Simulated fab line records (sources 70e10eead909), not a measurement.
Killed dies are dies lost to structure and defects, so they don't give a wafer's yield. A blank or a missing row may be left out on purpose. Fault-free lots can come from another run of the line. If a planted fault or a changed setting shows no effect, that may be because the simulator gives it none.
The same fault as seen by 2 desks :: flow nandHarc :: what lay behind the numbers comes last; until then each desk has only its own

## METROLOGY DESK
Lot by lot, what the gauges showed, no matter which tool ran the lot: averages of those sampled wafers that carry a number. A lot is out of limits, marked OUT, if its mean lies more than 4 standard deviations from the usual mean; the brackets give that distance.
Columns: A = cdNm at NHARC_P_GATE_CD_MEAS_46, usual 720.0 nm
lot: L233
first seen here: day 5 06:10
A: 718.1

lot: L234
first seen here: day 5 10:23
A: 720.9

lot: L235
first seen here: day 5 16:14
A: 717.3

lot: L237
first seen here: day 6 02:35
A: 721.1

lot: L239
first seen here: day 6 16:40
A: 721.2

lot: L238
first seen here: day 6 17:19
A: 722.6

lot: L240
first seen here: day 7 03:26
A: 718.9

lot: L242
first seen here: day 7 10:18
A: 722.6

lot: L246
first seen here: day 8 08:39
A: 719.6

lot: L244
first seen here: day 8 09:06
A: 720.4

lot: L250
first seen here: day 9 17:56
A: 718.3

lot: L253
first seen here: day 10 02:34
A: 719.8

lot: L256
first seen here: day 10 20:12
A: 718.8
Finding of this desk: none of the 13 lots has anything out of limits.

## FOR THE TOOL OWNER'S DESK: implanter-02
The tool's own readings at NHARC_P_ZERO_WELL_IMPLANT_40: means of the sampled wafers that have a number, for each lot that ran on this tool. A lot is out of limits, marked OUT, if its mean lies more than 4 standard deviations from the usual mean; the brackets give that distance.
Columns: A = doseIonsCm2 at NHARC_P_ZERO_WELL_IMPLANT_40, usual 1.0002e+13; B = faradayCurrentUA at NHARC_P_ZERO_WELL_IMPLANT_40, usual 127.0
lot: L233
first seen here: day 1 16:38
A: 1.0002e+13
B: 128.5

lot: L234
first seen here: day 1 22:32
A: 1.0013e+13
B: 124.6

lot: L235
first seen here: day 2 04:35
A: 1.0005e+13
B: 124.5

lot: L238
first seen here: day 2 22:23
A: 9.9933e+12
B: 127.6

lot: L239
first seen here: day 3 04:31
A: 1.0002e+13
B: 129.0

lot: L240
first seen here: day 3 11:16
A: 9.9783e+12
B: 124.0

lot: L244
first seen here: day 4 10:26
A: 1.6998e+13 (+99 or more) OUT
B: 214.6 (+32) OUT

lot: L250
first seen here: day 5 23:04
A: 1.6983e+13 (+99 or more) OUT
B: 215.1 (+33) OUT
This desk's verdict: out of limits on L244, L250, starting with L244 at day 4 10:26 (doseIonsCm2 at NHARC_P_ZERO_WELL_IMPLANT_40). L233, L234, L235, L238, L239, L240: within limits.

## BROUGHT TOGETHER
On L244, L250, at day 4 10:26, an alarm was possible from the tool owner's desk.
Metrology desk: nothing out of limits seen.
The metrology desk holds a record of L244, L250, inside its limits.
Every lot named ran NHARC_P_ZERO_WELL_IMPLANT_40 on implanter-02.

## WHAT THE SIMULATOR HAD INSERTED
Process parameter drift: implanter-02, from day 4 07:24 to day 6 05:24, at NHARC_P_ZERO_WELL_IMPLANT_40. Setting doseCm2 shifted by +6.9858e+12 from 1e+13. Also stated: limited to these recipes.
Lots struck among those shown: L244, L250.
Each desk's first reading out of limits, in hours after the fault started: the tool owner's desk, 3.
